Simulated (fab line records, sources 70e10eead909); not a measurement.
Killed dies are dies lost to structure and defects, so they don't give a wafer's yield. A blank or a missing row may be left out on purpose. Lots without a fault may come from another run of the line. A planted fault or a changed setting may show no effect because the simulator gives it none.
A struck lot beside a sound one | flow nand_harc | 15 steps out of a route of 1159
Sound: wafers L357.2, L357.4, L357.6. Struck: wafer L371.2. (L371.5, L371.6 of the same lot were not struck and are left out.) The cause comes at the end.
At each step with rows: each side's tool, then ch and its chambers, then its first start. Under that, the readings that differ: sound wafers | struck wafers | difference of the means | sigmas: that difference in standard deviations of wafers without a fault.
alike: readings whose means differ by less than 2 such deviations, and words and numbers that are the same on both sides. not compared: withheld readings, readings that some wafer has no value for, bounds like >300 that may hide the same value, and numbers for which the record gives no deviation and whose values overlap.
The two part at a step that has a row with sigmas, a row that says differs or no value, or rows on one side only. Numbers that don't overlap but have no deviation are shown without sigmas and don't part them. A reading that every wafer of one side lacks parts them only if that side has two wafers or more.

first, 2 steps without rows for these wafers: NHARC_A_CONTACT_STRIP_104 (strips in CF4/CHF3); NHARC_A_CONTACT_STRIP_105 (strips in O2/COS).
NHARC_A_CONTACT_ETCH_106: etches the open film in CF4/O2, target depth 60 nm, overetch 6 nm, time 33 s.
  sound on rie_diel-07 ch 1,3, day 18 20:37; struck on rie_diel-09 ch 3, day 22 05:04
  reading                     | sound       | struck | difference | sigmas
  drypump_motor_current_A (A) | 6.2 6.0 6.2 | 5.1    | -1.0       | -3
  alike: bias_w, oes_ar_750_au, oes_product_au, rf_vpp_V, showerhead_plenum_p_Torr, throttle_valve_pct
  not compared: rf_hours_counter_h
NHARC_A_CONTACT_STRIP_82: strips in O2.
  sound on rie_diel-07 ch 0,2; struck on rie_diel-09 ch 1
  alike: drypump_motor_current_A, oes_product_au, rf_vpp_V, showerhead_plenum_p_Torr, throttle_valve_pct
  not compared: rf_hours_counter_h
then, 1 step without rows for these wafers: NHARC_A_CONTACT_STRIP_83 (strips in post etch residue remover, time 600 s).
NHARC_A_CONTACT_DEP_84: deposits aC, target thk 2000 nm.
  sound on acl_dep-02 ch 0, day 18 21:28; struck on acl_dep-02 ch 0, day 22 05:55
  alike: throttle_valve_pct
NHARC_A_CONTACT_DEP_85: deposits SiON, target thk 50 nm.
  sound on pecvd-02 ch 0,1,2, day 18 22:38; struck on pecvd-01 ch 1, day 22 06:58
  alike: heater_power_w
then, 5 steps without rows for these wafers: NHARC_A_CONTACT_DEHYDRATE_00 (time 120 s); NHARC_A_CONTACT_HMDS_01 (time 30 s); NHARC_A_CONTACT_COAT_86 (time 75 s); NHARC_A_CONTACT_COAT_87 (time 65 s); NHARC_A_CONTACT_COAT_02 (resist thk 90 nm).
NHARC_A_CONTACT_SOFTBAKE_03: time 55 s.
  sound on litho_track-01 ch 0, day 18 22:00; struck on litho_track-04 ch 0, day 22 07:00
  reading                  | sound                | struck | difference | sigmas
  heater_power_total_W (W) | 188.41 188.59 188.59 | 209.27 | +20.74     | +99 or more
then, 1 step without rows for these wafers: NHARC_A_CONTACT_EBR_04.
-- the record jumps here: 3 days lie between the struck wafers' starts before and after (it left off in module A_CONTACT and takes up again in module END, whose first step shown is number 1159 of the route) --
NHARC_END_SORT_01:
  sound on prober-02 ch 0, day 21 02:44; struck on prober-02 ch 0, day 25 00:07
  reading         | sound | struck | difference | sigmas
  killed_at_other | 0 0 0 | 2      | +2         | +2
  alike: killed_at_array, killed_at_periphery, killed_dies, killed_open, killed_short

WHERE THEY PART
First at NHARC_A_CONTACT_ETCH_106; last, within this record, at NHARC_END_SORT_01.

WHY: what the simulator had put in
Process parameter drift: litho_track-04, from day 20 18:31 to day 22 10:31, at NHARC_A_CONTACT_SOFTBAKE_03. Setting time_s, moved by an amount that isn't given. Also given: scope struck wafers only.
